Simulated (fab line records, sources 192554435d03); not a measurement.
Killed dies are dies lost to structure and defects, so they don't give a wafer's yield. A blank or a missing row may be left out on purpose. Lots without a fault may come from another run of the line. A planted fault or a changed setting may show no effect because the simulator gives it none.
Problem report in the 8D (eight disciplines) form, filled by code | flow n5_finfet | the parts of the form that need people (team, actions taken, sign-off) are left out

1. THE PROBLEM
thk_nm at N5_DUMMY_GATE_THK_MEAS_05 reads a mean of 97.8 nm on 4 wafers of 3 lots; wafers without a fault read 71.2 nm with a standard deviation of 1.2. That is +22 standard deviations from the usual mean.
First seen on wafer L612.3, day 6 22:42, on film_metro-01. The record holds 23 wafers of 9 lots with a number at this step. Rule for "out", or "out of limits": more than 4 standard deviations from the usual mean. The other wafers with a number count as sound.

2. WHAT IT IS AND WHAT IT IS NOT
question                    | is                             | is not
which readings at this step | thk_nm                         | -
which lots                  | L612, L613, L614               | L596, L598, L604, L607, L609, L615
which wafers of those lots  | L612.3, L613.3, L614.1, L614.3 | L612.4, L612.6, L613.4
read on which gauges        | film_metro-01                  | film_metro-02
when                        | from day 6 22:42               | up to then (15 sound wafers); but 4 sound wafers of L613, L615 came after

3. SUSPECTS, AND WHAT RULES EACH OUT
Counting: a tool at a process step up to the reading stays a suspect if it ran every lot that is out. Sound lots after the first of them don't rule it out here, since some wafers of a struck lot are sound.
- the gauge at N5_DUMMY_GATE_THK_MEAS_05: ruled out. All the wafers that are out were read on film_metro-01, but those of them that N5_DUMMY_GATE_ETCH_44 has rows for are out there too, on other tools.
- cmp-03 at N5_DUMMY_GATE_CMP_04 (polishes a-Si): kept. It ran every lot that is out, first L612 (day 6 22:31); its last sound lot up to then is L609 (day 6 05:46).
Left after counting: cmp-03 at N5_DUMMY_GATE_CMP_04.

4. THE CAUSE (what the simulator had put in)
Process parameter drift: cmp-03, from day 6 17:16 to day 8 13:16, at N5_DUMMY_GATE_CMP_04. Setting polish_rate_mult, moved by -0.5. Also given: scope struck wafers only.
Counting left only this tool.

5. THE CHAIN OF EFFECTS, in route order
Each row: a reading whose mean over the struck wafers that have a number lies more than 3 standard deviations from the usual. Only readings for which the record gives a usual standard deviation are gone through. hours: the time from each lot's start at the first step in this table that gives one to its start at this step, as a median over the lots. sigmas: the change in usual standard deviations.
hours | step                      | reading        | usual      | on struck wafers | change | sigmas
0     | N5_DUMMY_GATE_THK_MEAS_05 | thk_nm         | 71.2 nm    | 97.8             | +26.5  | +22
5     | N5_DUMMY_GATE_ETCH_44     | oes_product_au | 0.722 a.u. | 0.854            | +0.132 | +11
28    | N5_SDB_THK_MEAS_31        | SDB_THK        | 63.5 nm    | 90.0             | +26.5  | +22
The process steps in it:
- N5_DUMMY_GATE_ETCH_44: etches poly-Si in HBr/O2, stops on SiO2, target depth 127.5 nm.
Later measuring or inspecting steps at which every struck wafer that the step has a row for has a number for every such reading, and none has moved that far: N5_BEOL_M4_RC_MEAS_101.

6. WHAT WOULD HAVE CAUGHT IT SOONER
In this record the first reading out of limits at a measuring or inspecting step was taken at day 6 22:42, 5 hours after the fault began at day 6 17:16.
Of the tool readings at N5_DUMMY_GATE_CMP_04 for which the record gives a usual standard deviation, none was out on any struck wafer, so an alarm limit of 4 standard deviations on them would not have fired.
Of the lots that are out (3), L613, L614 began N5_DUMMY_GATE_CMP_04 on cmp-03 after day 6 22:42. A hold on the tool at that time would have spared those 2.
